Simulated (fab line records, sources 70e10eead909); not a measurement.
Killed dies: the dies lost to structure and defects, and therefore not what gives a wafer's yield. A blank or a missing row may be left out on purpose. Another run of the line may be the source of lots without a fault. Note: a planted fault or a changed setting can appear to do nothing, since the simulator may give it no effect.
Matching of chambers | flow nandHarc | NHARC_A_CHANNEL_FILL_D2_CMP_10 on cmp-01: 4 sister chambers
The step polishes, target thk 150 nm. 24 wafers are shown with their chamber, then 12 later ones without.

== WAFERS PAIRED WITH THEIR CHAMBERS ==
wafer  | chamber | motorCurrentA (A) | timeToEndpointS (s) | slurryFlowMlMin
L075.1 | 2       | 12.8              | 16.0                | 150.3
L075.2 | 0       | 12.6              | 17.1                | 149.7
L075.6 | 0       | 12.6              | 16.8                | 149.4
L076.1 | 0       | 12.4              | 17.2                | 150.5
L076.2 | 1       | 10.4              | 14.8                | 150.7
L076.3 | 2       | 12.4              | 15.7                | 149.6
L078.2 | 0       | 12.9              | 17.1                | 149.3
L078.3 | 3       | 12.1              | 15.2                | 149.9
L078.6 | 2       | 12.9              | 14.8                | 150.4
L079.2 | 1       | 10.1              | 12.9                | 149.3
L079.4 | 0       | 12.7              | 19.7                | 150.2
L079.5 | 3       | 12.6              | 17.1                | 149.9
L082.1 | 0       | 12.4              | 19.4                | 150.5
L082.2 | 1       | 10.1              | 15.1                | 149.0
L082.5 | 2       | 12.9              | 17.3                | 150.2
L085.2 | 1       | 9.8               | 15.3                | 150.4
L085.5 | 3       | 12.9              | 16.7                | 151.6
L085.6 | 2       | 12.4              | 16.1                | 150.8
L086.3 | 3       | 12.2              | 17.9                | 149.4
L086.4 | 0       | 12.4              | 19.6                | 150.4
L086.5 | 1       | 9.7               | 16.3                | 150.4
L089.2 | 2       | 12.6              | 11.4                | 149.9
L089.5 | 0       | 12.0              | 15.7                | 148.7
L089.6 | 3       | 12.8              | 14.8                | 150.3

SIGNATURES (means of the wafers above)
reading         | chamber 0 | chamber 1 | chamber 2 | chamber 3 | scatter within a chamber
motorCurrentA   | 12.500    | 10.020    | 12.667    | 12.520    | 0.282
timeToEndpointS | 17.825    | 14.880    | 15.217    | 16.340    | 1.58
slurryFlowMlMin | 149.838   | 149.960   | 150.200   | 150.220   | 0.673
Rule: distance of a wafer from a chamber = root of the sum over the readings of ((wafer's reading minus chamber's mean) / reading's scatter) squared. If the next closest chamber is less than 2 further off than the closest, the wafer can't be placed; otherwise it belongs to the closest. The scatter: take each reading less its chamber's mean, square it, sum over the shown wafers, divide by the number of wafers less the number of chambers, and take the root.

== WAFERS WITH NO CHAMBER GIVEN ==
wafer  | motorCurrentA (A) | timeToEndpointS (s) | slurryFlowMlMin
L091.1 | 9.9               | 17.6                | 150.7
L091.3 | 12.5              | 18.6                | 150.7
L091.4 | 13.0              | 16.3                | 150.1
L092.1 | 11.9              | 16.9                | 149.4
L092.4 | 12.6              | 17.2                | 149.4
L092.5 | 11.8              | 14.6                | 149.4
L094.3 | 12.1              | 16.8                | 150.1
L094.4 | 12.6              | 13.3                | 149.4
L094.6 | 12.9              | 14.6                | 149.9
L097.2 | 13.1              | 16.2                | 150.3
L097.3 | 13.1              | 17.8                | 149.9
L097.4 | 12.0              | 16.0                | 150.5

== CHAMBER TAKEN BY EACH ==
wafer  | from the rows above          | in truth
L091.1 | 1                            | 1
L091.3 | can't be placed: 0 or 3 or 2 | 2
L091.4 | can't be placed: 2 or 3 or 0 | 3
L092.1 | can't be placed: 0 or 3 or 2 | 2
L092.4 | can't be placed: 0 or 3 or 2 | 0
L092.5 | can't be placed: 3 or 0 or 2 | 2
L094.3 | can't be placed: 3 or 0 or 2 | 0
L094.4 | can't be placed: 2 or 3 or 0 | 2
L094.6 | can't be placed: 2 or 3 or 0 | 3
L097.2 | can't be placed: 2 or 3 or 0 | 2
L097.3 | can't be placed: 0 or 2 or 3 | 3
L097.4 | can't be placed: 3 or 0 or 2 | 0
Correctly placed: 1 of 12. From these rows, 11 cannot be placed; in 11 the true chamber is one of the candidates. Wrongly placed: 0.
